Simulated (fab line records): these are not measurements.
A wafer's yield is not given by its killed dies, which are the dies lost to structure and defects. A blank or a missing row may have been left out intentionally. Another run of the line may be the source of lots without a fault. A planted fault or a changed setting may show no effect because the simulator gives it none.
Comparing a struck lot with a sound one -- flow n5Finfet -- 15 out of 1938 route steps
Sound: the wafers L178.1, L178.2, L178.5. Struck: wafer L170.6 (L170.2, L170.4, from the same lot, were not struck and are left out); the cause is given at the end.
At each step with rows: each side's tool, then ch and its chambers, then its first start. Under that, the readings that differ: sound wafers -- struck wafers -- difference of the means -- sigmas: that difference in standard deviations of wafers without a fault.
alike: words and numbers the same on both sides, and readings whose means are apart by under 2 such deviations; not compared: readings that were withheld, readings missing a value for some wafer, numbers with overlapping values and no deviation given by the record, and bounds like >300 which may hide the same value.
Wherever a step has rows on one side only, a row that says differs or no value, or a row with sigmas, the two part there. When numbers do not overlap yet have no deviation, they are printed without sigmas and do not part them. A reading that every wafer of one side lacks parts them only if that side has two wafers or more.

first, 8 steps without rows for these wafers: N5_HKMG_FIN_COAT_29 (time 60 s, resist thk 300 nm); N5_HKMG_FIN_COAT_30 (time 60 s, resist thk 35 nm); N5_HKMG_FIN_COAT_06 (resist thk 90 nm); N5_HKMG_FIN_EBR_08; N5_HKMG_FIN_SOFTBAKE_07 (time 60 s); N5_HKMG_FIN_EXPOSE_09 (exposes mask NWFM); N5_HKMG_FIN_PEB_10 (peb time 60 s); N5_HKMG_FIN_DEVELOP_11 (develop time 30 s).
N5_HKMG_FIN_CD_MEAS_12 targets a cd of 92.8 nm.
  sound on cdSem-01 ch 0, day 7 19:22; struck on cdSem-01 ch 0, day 5 21:05
  alike: cdNm
N5_HKMG_FIN_OVL_MEAS_13:
  sound on overlay-01 ch 0, day 7 19:24; struck on overlay-01 ch 0, day 5 21:07
  alike: NWFM_OVL
N5_HKMG_FIN_INSPECT_14: inspects for defects (macro).
  struck on defectInspect-02, day 5 21:08; sound on defectInspect-02, day 7 19:26
  alike: rawDefectCount
N5_HKMG_FIN_DESCUM_17: chemistry O2, time 7.9 s.
  sound on rieDiel-03 ch 0,1,3, day 7 19:28; struck on rieDiel-05 ch 3, day 5 21:10
  alike: chamberPressureMTorr, drypumpMotorCurrentA, oesProductAu, rfVppV, showerheadPlenumPTorr, throttleValvePct
  not compared: rfHoursCounterH
N5_HKMG_FIN_ETCH_31: etches SiARC in CF4, target depth 45.5 nm, time 75.8 s.
  sound on rieDiel-03 ch 0,1,3, day 7 19:30; struck on rieDiel-05 ch 3, day 5 21:13
reading,sound,struck,difference,sigmas
cf4FlowSccm (sccm),99.82 100.23 100.41,99.59,-0.56,-2
etchRfOnTimeS (s),78.0 75.1 74.9,106.1,+30.1,+19
oesProductAu (a.u.),0.60 0.80 0.75,0.52,-0.20,-3
  alike: chamberPressureMTorr, drypumpMotorCurrentA, rfVppV, showerheadPlenumPTorr, throttleValvePct
  not compared: rfHoursCounterH
N5_HKMG_FIN_ETCH_32: etches SOC in N2/H2, target depth 240 nm, time 300 s.
  sound on rieDiel-03 ch 0,1,3, day 7 19:34; struck on rieDiel-05 ch 3, day 5 21:16
  alike: chamberPressureMTorr, drypumpMotorCurrentA, oesProductAu, rfVppV, showerheadPlenumPTorr, throttleValvePct
  not compared: rfHoursCounterH
-- a jump in the record: the struck wafers' starts before and after are 4 days apart (it breaks off in module HKMG_FIN and resumes in module BEOL_M4, where the first step shown is number 1111 of the route) --
N5_BEOL_M4_RC_MEAS_101:
  sound on prober-01 ch 0, day 12 00:57; struck on prober-01 ch 0, day 9 20:07
  alike: DIBL_N, DIBL_P, IOFF_N, IOFF_P, ION_N, ION_P, SS_N, SS_P, VT_N, VT_P

== WHERE THEY PART ==
Within this record, at N5_HKMG_FIN_ETCH_31 only. Later steps at which nothing parts them and some readings are alike: N5_HKMG_FIN_ETCH_32, N5_BEOL_M4_RC_MEAS_101.

WHY: what the simulator had put in
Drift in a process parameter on rieDiel-05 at N5_HKMG_FIN_ETCH_31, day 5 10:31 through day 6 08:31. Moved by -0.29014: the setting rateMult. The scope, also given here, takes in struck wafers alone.
